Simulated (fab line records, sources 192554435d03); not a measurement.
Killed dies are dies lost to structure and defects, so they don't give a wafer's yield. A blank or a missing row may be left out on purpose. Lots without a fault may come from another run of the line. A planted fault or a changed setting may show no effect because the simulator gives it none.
Chamber matching | flow n5_finfet | N5_HKMG_FIN_ETCH_55 on rie_diel-06: 4 sister chambers
The step etches SOC in N2/H2, target depth 240 nm, time 300 s. 8 wafers are shown with their chamber, then 11 later ones without.

WAFERS WITH THEIR CHAMBER
wafer  | chamber | drypump_motor_current_A (A) | throttle_valve_pct (%)
L084.1 | 3       | 5.4                         | 17.70
L084.2 | 2       | 5.5                         | 18.31
L084.5 | 0       | 5.7                         | 18.02
L084.6 | 1       | 6.2                         | 17.96
L085.1 | 2       | 5.5                         | 18.30
L085.2 | 1       | 6.2                         | 17.95
L085.3 | 3       | 5.5                         | 17.69
L085.4 | 0       | 5.7                         | 18.01

WAFERS WITHOUT THEIR CHAMBER
wafer  | drypump_motor_current_A (A) | throttle_valve_pct (%)
L085.5 | 6.2                         | 17.96
L085.6 | 5.5                         | 18.32
L089.1 | 6.2                         | 17.96
L089.3 | 5.5                         | 17.69
L089.5 | 5.5                         | 17.70
L096.1 | 5.5                         | 18.33
L096.2 | 6.2                         | 18.00
L096.3 | 5.7                         | 17.67
L096.4 | 5.5                         | 17.76
L096.5 | 5.7                         | 17.66
L096.6 | 6.1                         | 18.01

WHICH CHAMBER EACH WENT THROUGH
wafer  | from the rows above | in truth
L085.5 | 1                   | 1
L085.6 | 2                   | 2
L089.1 | 1                   | 1
L089.3 | 3                   | 3
L089.5 | 3                   | 3
L096.1 | 2                   | 2
L096.2 | 1                   | 1
L096.3 | 3                   | 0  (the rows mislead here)
L096.4 | 3                   | 3
L096.5 | 3                   | 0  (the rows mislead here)
L096.6 | 1                   | 1
Placed correctly: 9 of 11. Can't be placed from these rows: 0. Placed wrongly: 2.
How it was worked out, from the rows above alone: a wafer's distance from a chamber is the root of the sum, over the readings, of the square of ((its reading less the chamber's mean) divided by the reading's scatter). The wafer belongs to the nearest chamber; if the next one is less than 2 further off, it can't be placed. A chamber's mean is the mean of its shown wafers. The scatter: the root of (the sum of the squares of (reading less its chamber's mean) over the shown wafers, divided by (wafers less chambers)).
